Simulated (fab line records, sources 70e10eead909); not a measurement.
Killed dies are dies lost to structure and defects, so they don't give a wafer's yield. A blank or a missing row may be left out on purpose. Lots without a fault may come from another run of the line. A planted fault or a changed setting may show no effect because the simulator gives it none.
Chamber matching | flow nand_harc | NHARC_A_M0_DEP_32 on pecvd-02: 3 sister chambers
The step deposits SiCN, target thk 30 nm. 6 wafers are shown with their chamber, then 8 later ones without.

WAFERS WITH THEIR CHAMBER
wafer  | chamber | heater_power_w (W) | heater_power_outer_w (W)
L085.6 | 1       | 566                | 338
L086.6 | 0       | 740                | 413
L088.3 | 2       | 652                | 402
L088.4 | 0       | 766                | 447
L088.6 | 1       | 570                | 353
L091.1 | 2       | 552                | 311

WAFERS WITHOUT THEIR CHAMBER
wafer  | heater_power_w (W) | heater_power_outer_w (W)
L091.4 | 534                | 319
L091.6 | 826                | 493
L096.1 | 824                | 471
L096.4 | 564                | 331
L096.5 | 850                | 482
L097.1 | 817                | 471
L097.3 | 635                | 392
L097.5 | 506                | 299

WHICH CHAMBER EACH WENT THROUGH
wafer  | from the rows above          | in truth
L091.4 | can't be placed: 1 or 2      | 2
L091.6 | 0                            | 0
L096.1 | 0                            | 0
L096.4 | can't be placed: 1 or 2      | 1
L096.5 | 0                            | 0
L097.1 | 0                            | 0
L097.3 | can't be placed: 2 or 1 or 0 | 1
L097.5 | can't be placed: 1 or 2      | 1
Placed correctly: 4 of 8. Can't be placed from these rows: 4 (the true chamber is among the candidates in 4). Placed wrongly: 0.
How it was worked out, from the rows above alone: a wafer's distance from a chamber is the root of the sum, over the readings, of the square of ((its reading less the chamber's mean) divided by the reading's scatter). The wafer belongs to the nearest chamber; if the next one is less than 2 further off, it can't be placed. A chamber's mean is the mean of its shown wafers. The scatter: the root of (the sum of the squares of (reading less its chamber's mean) over the shown wafers, divided by (wafers less chambers)).
